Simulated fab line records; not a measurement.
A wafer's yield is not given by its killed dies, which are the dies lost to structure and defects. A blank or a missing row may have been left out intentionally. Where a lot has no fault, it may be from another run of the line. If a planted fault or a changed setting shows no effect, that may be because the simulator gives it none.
Which tool did it? :: flow n5_finfet :: 11 lots, 33 wafers sampled, at 4 steps of a route of 1938

WHAT THE GAUGES SHOWED, per wafer
N5_BEOL_M5_RS_MEAS_57: measures by four-point-probe.
lot: L855
measured: day 10 02:26
on: film_metro-02
M5_RS (ohm/sq): 0.397 0.390 0.402

lot: L853
measured: day 10 08:40
on: film_metro-01
M5_RS (ohm/sq): 0.406 0.393 0.377

lot: L857
measured: day 10 20:53
on: film_metro-02
M5_RS (ohm/sq): 0.392 0.375 0.411

lot: L858
measured: day 11 08:52
on: film_metro-02
M5_RS (ohm/sq): 0.404 0.386 0.371

lot: L863
measured: day 12 19:10
on: film_metro-01
M5_RS (ohm/sq): 0.375 0.403 0.367

lot: L865
measured: day 12 19:52
on: film_metro-02
M5_RS (ohm/sq): 0.416 0.396 0.381

lot: L866
measured: day 13 01:01
on: film_metro-01
M5_RS (ohm/sq): 0.394 0.386 0.394

lot: L864
measured: day 13 04:44
on: film_metro-01
M5_RS (ohm/sq): 0.403 0.377 0.371

lot: L870
measured: day 14 02:03
on: film_metro-01
M5_RS (ohm/sq): 0.391 0.374 0.392

lot: L872
measured: day 15 09:44
on: film_metro-01
M5_RS (ohm/sq): 0.397 0.395 0.401

lot: L873
measured: day 16 09:47
on: film_metro-01
M5_RS (ohm/sq): 0.375 0.375 0.405

N5_BEOL_M6_CD_MEAS_11 targets a cd of 38.5 nm.
lot: L855
measured: day 10 03:34
on: cd_sem-01
cd_nm (nm): 38.0 37.8 38.3

lot: L853
measured: day 10 11:30
on: cd_sem-02
cd_nm (nm): 38.7 38.1 38.4

lot: L857
measured: day 10 23:47
on: cd_sem-03
cd_nm (nm): 38.3 37.5 37.8

lot: L858
measured: day 11 11:04
on: cd_sem-03
cd_nm (nm): 38.3 38.6 38.2

lot: L863
measured: day 12 22:02
on: cd_sem-01
cd_nm (nm): 38.2 38.7 38.1

lot: L865
measured: day 12 22:24
on: cd_sem-02
cd_nm (nm): 39.1 39.5 39.3

lot: L866
measured: day 13 03:14
on: cd_sem-01
cd_nm (nm): 38.7 38.0 38.4

lot: L864
measured: day 13 07:21
on: cd_sem-01
cd_nm (nm): 38.9 38.6 38.1

lot: L870
measured: day 14 03:56
on: cd_sem-03
cd_nm (nm): 38.8 38.5 38.9

lot: L872
measured: day 15 11:25
on: cd_sem-03
cd_nm (nm): 38.1 38.4 37.4

lot: L873
measured: day 16 15:35
on: cd_sem-01
cd_nm (nm): 38.6 37.9 38.4

TOOL THAT RAN EACH LOT (tool first, then ch and the chambers of the sampled wafers, then the start)
lot: L855
N5_BEOL_M5_ANNEAL_89: pvd_sputter-03, day 9 23:41
N5_BEOL_M6_PECVD_70: pecvd-04 ch 0,1,2, day 10 03:08

lot: L853
N5_BEOL_M5_ANNEAL_89: pvd_sputter-02, day 10 06:37
N5_BEOL_M6_PECVD_70: pecvd-01 ch 0,1, day 10 09:22

lot: L857
N5_BEOL_M5_ANNEAL_89: pvd_sputter-01, day 10 18:47
N5_BEOL_M6_PECVD_70: pecvd-01 ch 0,1,2, day 10 21:34

lot: L858
N5_BEOL_M5_ANNEAL_89: pvd_sputter-01, day 11 06:47
N5_BEOL_M6_PECVD_70: pecvd-02 ch 0,1, day 11 09:33

lot: L863
N5_BEOL_M5_ANNEAL_89: pvd_sputter-01, day 12 16:50
N5_BEOL_M6_PECVD_70: pecvd-01 ch 0,1, day 12 19:50

lot: L865
N5_BEOL_M5_ANNEAL_89: pvd_sputter-02, day 12 17:13
N5_BEOL_M6_PECVD_70: pecvd-04 ch 0,1,2, day 12 20:33

lot: L866
N5_BEOL_M5_ANNEAL_89: pvd_sputter-02, day 12 22:56
N5_BEOL_M6_PECVD_70: pecvd-04 ch 0,1,2, day 13 01:41

lot: L864
N5_BEOL_M5_ANNEAL_89: pvd_sputter-01, day 13 02:27
N5_BEOL_M6_PECVD_70: pecvd-02 ch 1,2, day 13 05:32

lot: L870
N5_BEOL_M5_ANNEAL_89: pvd_sputter-01, day 13 23:59
N5_BEOL_M6_PECVD_70: pecvd-04 ch 0,1,2, day 14 02:44

lot: L872
N5_BEOL_M5_ANNEAL_89: pvd_sputter-02, day 15 07:38
N5_BEOL_M6_PECVD_70: pecvd-01 ch 0,2, day 15 10:25

lot: L873
N5_BEOL_M5_ANNEAL_89: pvd_sputter-02, day 16 07:43
N5_BEOL_M6_PECVD_70: pecvd-04 ch 0,1,2, day 16 10:28
- N5_BEOL_M5_ANNEAL_89: time 1800 s.
- N5_BEOL_M6_PECVD_70: deposits SiO2 from TEOS/O2, target thk 20 nm, time 22.7 s.

AS READ BY THE TOOLS THEMSELVES (means over the sampled wafers that have a number; for cases with no such wafer, the mark the record gives instead)
N5_BEOL_M5_ANNEAL_89.
lot: L855
tool: pvd_sputter-03
heater_power_w (W): 837

lot: L853
tool: pvd_sputter-02
heater_power_w (W): 873

lot: L857
tool: pvd_sputter-01
heater_power_w (W): 914

lot: L858
tool: pvd_sputter-01
heater_power_w (W): 912

lot: L863
tool: pvd_sputter-01
heater_power_w (W): 967

lot: L865
tool: pvd_sputter-02
heater_power_w (W): 824

lot: L866
tool: pvd_sputter-02
heater_power_w (W): 869

lot: L864
tool: pvd_sputter-01
heater_power_w (W): 927

lot: L870
tool: pvd_sputter-01
heater_power_w (W): 943

lot: L872
tool: pvd_sputter-02
heater_power_w (W): 772

lot: L873
tool: pvd_sputter-02
heater_power_w (W): 826

N5_BEOL_M6_PECVD_70.
lot: L855
tool: pecvd-04
heater_power_w (W): 661
showerhead_plenum_p_Torr (Torr): 8.83
susceptor_temp_C (C): 399.93
throttle_valve_pct (%): 23.3

lot: L853
tool: pecvd-01
heater_power_w (W): 756
showerhead_plenum_p_Torr (Torr): 8.76
susceptor_temp_C (C): 400.02
throttle_valve_pct (%): 22.4

lot: L857
tool: pecvd-01
heater_power_w (W): 750
showerhead_plenum_p_Torr (Torr): 8.78
susceptor_temp_C (C): 400.04
throttle_valve_pct (%): 22.1

lot: L858
tool: pecvd-02
heater_power_w (W): 605
showerhead_plenum_p_Torr (Torr): 8.76
susceptor_temp_C (C): 399.77
throttle_valve_pct (%): 22.5

lot: L863
tool: pecvd-01
heater_power_w (W): 752
showerhead_plenum_p_Torr (Torr): 8.77
susceptor_temp_C (C): 410.28
throttle_valve_pct (%): 22.5

lot: L865
tool: pecvd-04
heater_power_w (W): 698
showerhead_plenum_p_Torr (Torr): 8.83
susceptor_temp_C (C): 400.05
throttle_valve_pct (%): 23.5

lot: L866
tool: pecvd-04
heater_power_w (W): 702
showerhead_plenum_p_Torr (Torr): 8.82
susceptor_temp_C (C): 400.12
throttle_valve_pct (%): 23.6

lot: L864
tool: pecvd-02
heater_power_w (W): 675
showerhead_plenum_p_Torr (Torr): 8.76
susceptor_temp_C (C): 400.16
throttle_valve_pct (%): 21.9

lot: L870
tool: pecvd-04
heater_power_w (W): 705
showerhead_plenum_p_Torr (Torr): 8.83
susceptor_temp_C (C): 399.87
throttle_valve_pct (%): 23.6

lot: L872
tool: pecvd-01
heater_power_w (W): 844
showerhead_plenum_p_Torr (Torr): 8.80
susceptor_temp_C (C): 399.82
throttle_valve_pct (%): 22.2

lot: L873
tool: pecvd-04
heater_power_w (W): 721
showerhead_plenum_p_Torr (Torr): 8.81
susceptor_temp_C (C): 400.09
throttle_valve_pct (%): 23.7

THE ANSWER, worked out from the rows above alone
Rule: what is usual is taken from the lots themselves. The widest of any qualifying gaps counts: lots, ordered by their means at a reading, are off when they make up no more than a third of the lots, leave a main group of 4 or more, and stand apart from it by 3 or more times the standard deviation of that group's means. If all means in a main group match to the digits the tables above print for the reading, that group is not used. Also off: a lot with no number at a reading for which 4 or more lots have one. Where the step has rows for the other lots, those lots are counted as sound. Order of review: gauges by route order, followed by the tools' own readings, for which a lot's mean as printed above is used. At the first step where some lot is off, the reading lying furthest off is the one used; lots without a number count as furthest.
Off at N5_BEOL_M6_PECVD_70 (susceptor_temp_C): L863. The main group: mean 399.99 C, standard deviation 0.13.
If a tool, at that step or one of the process steps before it, ran each lot that is off and ran no sound lot following the first of them, it fits. None of those tried fits.

WHAT THE SIMULATOR HAD PUT IN
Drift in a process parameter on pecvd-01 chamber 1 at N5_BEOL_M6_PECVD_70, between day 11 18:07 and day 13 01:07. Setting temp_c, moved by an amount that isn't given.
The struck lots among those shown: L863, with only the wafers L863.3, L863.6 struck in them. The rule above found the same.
